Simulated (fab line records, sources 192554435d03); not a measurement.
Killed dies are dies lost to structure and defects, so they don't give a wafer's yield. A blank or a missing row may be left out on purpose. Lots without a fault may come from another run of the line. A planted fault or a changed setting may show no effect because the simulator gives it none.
Problem report in the 8D (eight disciplines) form, filled by code | flow n5_finfet | the parts of the form that need people (team, actions taken, sign-off) are left out

1. THE PROBLEM
plate_temp_C at N5_MOL_CONTACT_COAG_COAT_103 reads a mean of 238.33 C on 6 wafers of 2 lots; wafers without a fault read 250.00 C with a standard deviation of 0.17. That is -69 standard deviations from the usual mean.
The step: time 60 s, resist thk 80 nm.
First seen on wafer L643.2, day 6 12:23, on litho_track-03. The record holds 18 wafers of 6 lots with a number at this step. Rule for "out", or "out of limits": more than 4 standard deviations from the usual mean. The other wafers with a number count as sound.

2. WHAT IT IS AND WHAT IT IS NOT
question                    | is                                 | is not
which readings at this step | plate_temp_C, heater_power_total_W | -
which lots                  | L643, L645                         | L636, L640, L653, L659
which wafers of those lots  | all that have a number             | -
read on which tools         | litho_track-03                     | litho_track-02, litho_track-05
when                        | from day 6 12:23                   | up to then (6 sound wafers); but 6 sound wafers of L653, L659 came after

3. SUSPECTS, AND WHAT RULES EACH OUT
Counting: a tool at a process step up to the reading stays a suspect if it ran every lot that is out and no sound lot after the first of them.
- plasma_asher-02 at N5_GATE_CUT_STRIP_21 (strips in N2/H2, time 30 s): kept. It ran every lot that is out, first L643 (day 6 09:08), and no sound lot after that; its last sound lot up to then is L636 (day 5 01:47).
- litho_track-03 at N5_MOL_CONTACT_COAG_COAT_103 (time 60 s, resist thk 80 nm): kept. It ran every lot that is out, first L643 (day 6 12:23), and no sound lot after that; its last sound lot up to then is L636 (day 5 05:04). Its own readings are out on those wafers: heater_power_total_W, plate_temp_C.
Left after counting: plasma_asher-02 at N5_GATE_CUT_STRIP_21, litho_track-03 at N5_MOL_CONTACT_COAG_COAT_103.

4. THE CAUSE (what the simulator had put in)
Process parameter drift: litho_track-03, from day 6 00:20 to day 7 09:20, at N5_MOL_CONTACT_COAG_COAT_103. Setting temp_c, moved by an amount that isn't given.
Counting left 2 suspects, and this tool is among them.

5. THE CHAIN OF EFFECTS, in route order
Each row: a reading whose mean over the struck wafers that have a number lies more than 3 standard deviations from the usual. Only readings for which the record gives a usual standard deviation are gone through. hours: the time from each lot's start at the first step in this table that gives one to its start at this step, as a median over the lots. sigmas: the change in usual standard deviations.
hours | step                         | reading              | usual    | on struck wafers | change | sigmas
0     | N5_MOL_CONTACT_COAG_COAT_103 | heater_power_total_W | 500.4 W  | 472.0            | -28.4  | -15
0     | N5_MOL_CONTACT_COAG_COAT_103 | plate_temp_C         | 250.00 C | 238.33           | -11.67 | -69
210   | N5_PASSIVATION_PROBE_49      | sort_bin_8_speed     | 0.00 %   | 0.11             | +0.11  | +3.5
The process steps in it:
- N5_MOL_CONTACT_COAG_COAT_103: time 60 s, resist thk 80 nm.
- N5_PASSIVATION_PROBE_49
Later measuring or inspecting steps at which every struck wafer that the step has a row for has a number for every such reading, and none has moved that far: N5_BEOL_M4_RC_MEAS_101.

6. WHAT WOULD HAVE CAUGHT IT SOONER
In this record the first reading out of limits was taken at day 6 12:23, 12 hours after the fault began at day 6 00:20.
